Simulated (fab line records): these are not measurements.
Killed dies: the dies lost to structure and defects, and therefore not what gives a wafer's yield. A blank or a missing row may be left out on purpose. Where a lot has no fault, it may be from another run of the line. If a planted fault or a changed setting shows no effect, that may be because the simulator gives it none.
Lot-split experiment | flow n5-finfet | 21 wafers read across 7 lots, on a route 1938 steps long

## ON THE SPLIT
At N5_MOL_CONTACT_COAG_EXPOSE_37 (exposes mask VD, defocus 0 nm), the setting dose-mj was moved away from the recipe's 62 on 8 of the 21 wafers read, by -6.0% to +5.0%. This setting was run at the recipe's value on the other wafers.

## FROM THE SPLIT TO THE READING: what the file shows between them, 8 steps
- N5_MOL_CONTACT_COAG_PEB_38: peb time 60 s
- N5_MOL_CONTACT_COAG_DEVELOP_39: develop time 30 s
- N5_MOL_CONTACT_COAG_CD_MEAS_40: target cd 25.1 nm
- N5_MOL_CONTACT_COAG_ALD_133: deposits SiO2, target thk 5 nm, pulse time 1 s, co reactant pulse time 1 s (also split here: ald-cycles)
- N5_MOL_CONTACT_COAG_ETCHBACK_134: etches SiO2 in CHF3, target depth 10 nm, time 6.7 s
- N5_MOL_CONTACT_COAG_ETCH_67: etches SOC in N2/H2, target depth 60 nm, overetch 21 nm, time 101.2 s
- N5_MOL_CONTACT_COAG_PRECLEAN_138: cleans in alkaline clean, time 60 s
- N5_MOL_CONTACT_COAG_SRD_139: time 30 s

## THE READING
At N5_MOL_CONTACT_COAG_CD_MEAS_101: cd-nm in nanometres, against a target cd of 16 nm. On this fab line, fault-free wafers typically give 16.0 nm with a standard deviation of 0.31 nm.

wafer  | tool, chamber at the split | dose-mj as run | against the recipe | cd-nm, nm | against lot-mates on the recipe
L086.1 | euv-scanner-01, 0          | 62             | recipe             | 15.7      | -
L086.2 | euv-scanner-01, 0          | 62             | recipe             | 16.5      | -
L086.3 | euv-scanner-01, 0          | 59.21          | -4.5%              | 15.1      | -1.0
L088.1 | euv-scanner-01, 0          | 65.08          | +5.0%              | 16.9      | +1.0
L088.2 | euv-scanner-01, 0          | 65.08          | +5.0%              | 16.8      | +0.9
L088.3 | euv-scanner-01, 0          | 62             | recipe             | 15.9      | -
L089.2 | euv-scanner-01, 0          | 58.31          | -6.0%              | 14.4      | -2.0
L089.4 | euv-scanner-01, 0          | 62             | recipe             | 16.5      | -
L089.5 | euv-scanner-01, 0          | 62             | recipe             | 16.4      | -
L090.1 | euv-scanner-02, 0          | 62             | recipe             | 16.5      | -
L090.3 | euv-scanner-02, 0          | 63.33          | +2.1%              | 17.3      | +0.8
L090.5 | euv-scanner-02, 0          | 63.33          | +2.1%              | 16.7      | +0.2
L092.1 | euv-scanner-01, 0          | 62             | recipe             | 16.3      | -
L092.2 | euv-scanner-01, 0          | 62             | recipe             | 16.0      | -
L092.5 | euv-scanner-01, 0          | 62             | recipe             | 15.7      | -
L093.2 | euv-scanner-02, 0          | 62             | recipe             | 16.1      | -
L093.4 | euv-scanner-02, 0          | 62             | recipe             | 16.1      | -
L093.5 | euv-scanner-02, 0          | 58.52          | -5.6%              | 14.7      | -1.4
L097.1 | euv-scanner-02, 0          | 59.29          | -4.4%              | 15.0      | -1.1
L097.3 | euv-scanner-02, 0          | 62             | recipe             | 15.8      | -
L097.4 | euv-scanner-02, 0          | 62             | recipe             | 16.4      | -

FIT RESULTS
A straight line over all 21 wafers: cd-nm changes by +0.234 nm for each +1% of dose-mj; r = +0.90; the points scatter about the line by 0.33 nm.
The same after taking each lot's own level away (the mean of its wafers on the recipe; 21 wafers): +0.246 nm for each +1%; r = +0.94; scatter 0.26 nm.
According to that fit, moving dose-mj by its largest amount changes the reading by 1.5 nm.
From 15.90 to 16.50 nm: that is the span of the lots' own levels, equal to 1.9 times the standard deviation above.
The two slopes are in agreement: the lot-to-lot level therefore moves the slope only a little.
Check: with one of the wafers moved furthest among these (-6.0%) left out of the fit, the line predicts -1.35 nm for it against its lot-mates. It came out at -2.05 nm against them.

## THE OTHER SPLITS THESE WAFERS WENT THROUGH
Note: prior to the reading, these wafers also went through further splits. Each is held against what the fit with the lots' levels taken away leaves over:
other split on the same wafers         | wafers away from the commonest value | r with cd-nm (lot level and that fit taken away)
N5_GATE_CUT_ETCH_36 cf4-flow-sccm      | 5                                    | -0.07
N5_MOL_CONTACT_COAG_ALD_133 ald-cycles | 5                                    | +0.22

## THE WHOLE CHAIN: every reading that the file lists as answering this split, in the file's order
step                            | what it does      | reading | change (the file's fit)               | r (the file's)
N5_MOL_CONTACT_COAG_CD_MEAS_40  | target cd 25.1 nm | cd-nm   | +0.156 nm for each +1% of the setting | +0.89
N5_MOL_CONTACT_COAG_CD_MEAS_101 | target cd 16 nm   | cd-nm   | +0.259 nm for each +1% of the setting | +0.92

## THE FILE'S OWN FIT
cd-nm changes by +0.259 nm for each +1% of dose-mj, r = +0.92.
